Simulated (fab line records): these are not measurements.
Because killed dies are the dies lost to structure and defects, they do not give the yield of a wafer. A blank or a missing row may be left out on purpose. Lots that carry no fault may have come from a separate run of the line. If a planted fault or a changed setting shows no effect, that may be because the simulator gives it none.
A struck lot beside a sound one :: flow n5 finfet :: 15 out of 1938 route steps
Sound: the wafers L273.1, L273.2, L273.6. Struck: wafers L265.1, L265.2 (left out: L265.4, a lot-mate that was not struck); the cause follows at the end.
Each step with rows lists, per side, the tool, then ch with its chambers, then its first start. Under that, the readings that differ: sound wafers :: struck wafers :: difference of the means :: sigmas: that difference in standard deviations of wafers without a fault.
alike: a reading whose means differ by less than 2 such deviations, as well as words and numbers matching on both sides. not compared: withheld readings; readings where some wafer has no value; bounds like >300 that might hide an equal value; numbers whose values overlap and for which the record gives no deviation.
Wherever a step has rows on one side only, a row that says differs or no value, or a row with sigmas, the two part there. When numbers do not overlap yet have no deviation, they are printed without sigmas and do not part them. A reading that every wafer of one side lacks parts them only if that side has two wafers or more.

N5_BEOL_M3_DESCUM_33: chemistry O2, time 7 s.
  sound on rie diel-02 ch 0,1,2, day 12 06:41; struck on rie diel-02 ch 1,3, day 11 01:17
reading: rf vpp V (V)
sound: 245.1 242.1 245.7
struck: 241.2 240.9
difference: -3.2
sigmas: -2
  alike: bias power w, drypump motor current A, oes product au, showerhead plenum p Torr, throttle valve pct
  not compared: rf hours counter h
then, 1 step without rows for these wafers: N5_BEOL_M3_ETCH_77 (etches underlayer in N2/H2, target depth 6.5 nm, time 5.2 s).
N5_BEOL_M3_ETCH_69: etches SiARC in CF4, target depth 15.6 nm, time 26 s.
  sound on rie diel-02 ch 0,1,2, day 12 06:45; struck on rie diel-02 ch 1,3, day 11 01:20
  alike: drypump motor current A, etch rf on time s, mfc ar sccm, oes product au, rf vpp V, showerhead plenum p Torr, throttle valve pct
  not compared: rf hours counter h
N5_BEOL_M3_ALD_98: deposits SiO2, target thk 2.5 nm, pulse time 1 s, co reactant pulse time 1 s.
  sound on ald sin-04 ch 0,3, day 12 06:56; struck on ald sin-04 ch 1,3, day 11 01:26
  alike: heater power w, precursor pulse height rel
then, 4 steps without rows for these wafers: N5_BEOL_M3_ETCHBACK_99 (etches SiO2 in CHF3, target depth 5 nm, time 10.4 s); N5_BEOL_M3_ETCH_70 (etches SOC in N2/H2, target depth 80 nm, overetch 16 nm, time 120 s); N5_BEOL_M3_STRIP_71 (strips in N2/H2); N5_BEOL_M3_STRIP_78 (strips in N2/H2).
N5_BEOL_M3_VIA_ETCH_34: etches the open film in C4F6/O2, target depth 69.4 nm, time 65.9 s.
  sound on rie diel-03 ch 1,2,3, day 13 00:04; struck on rie diel-05 ch 0,2, day 12 05:57
  alike: drypump motor current A, mfc ar sccm, oes product au, rf vpp V, showerhead plenum p Torr, throttle valve pct
  not compared: rf hours counter h
then, 2 steps without rows for these wafers: N5_BEOL_M3_STRIP_83 (strips in C4F6/O2); N5_BEOL_M3_STRIP_36 (strips in N2/H2).
N5_BEOL_M3_TRENCH_ETCH_37: etches SiOC in C4F6/O2, target depth 55.555 nm, time 29.2 s.
  sound on rie diel-03 ch 1,2,3; struck on rie diel-05 ch 0,2
  alike: drypump motor current A, mfc ar sccm, oes product au, rf vpp V, showerhead plenum p Torr, throttle valve pct
  not compared: rf hours counter h
N5_BEOL_M3_ETCH_41: etches SiCN in CH3F/O2, target depth 29.9 nm, time 52.5 s.
  sound on rie diel-03 ch 1,2,3, day 13 00:11; struck on rie diel-05 ch 0,2, day 12 06:05
reading: model.etch.depth nm (nm)
sound: 20.04 20.27 20.05
struck: 14.71 14.97
difference: -5.28
sigmas: 
  alike: drypump motor current A, mfc ar sccm, oes product au, rf vpp V, showerhead plenum p Torr, throttle valve pct
  not compared: rf hours counter h
then, 1 step without rows for these wafers: N5_BEOL_M3_STRIP_97 (strips in N2/H2, time 10 s).
N5_BEOL_M4_RC_MEAS_101:
  sound on prober-02 ch 0, day 14 01:40; struck on prober-01 ch 0, day 13 00:10
  alike: DIBL_N, DIBL_P, IOFF_N, IOFF_P, ION_N, ION_P, SS_N, SS_P, VT_N, VT_P

## WHERE THEY PART
At N5_BEOL_M3_DESCUM_33 and nowhere else, as far as this record goes. Later steps at which nothing parts them and some readings are alike: N5_BEOL_M3_ETCH_69, N5_BEOL_M3_ALD_98, N5_BEOL_M3_VIA_ETCH_34, N5_BEOL_M3_TRENCH_ETCH_37, N5_BEOL_M3_ETCH_41, N5_BEOL_M4_RC_MEAS_101.

WHY: whatever the simulator had introduced
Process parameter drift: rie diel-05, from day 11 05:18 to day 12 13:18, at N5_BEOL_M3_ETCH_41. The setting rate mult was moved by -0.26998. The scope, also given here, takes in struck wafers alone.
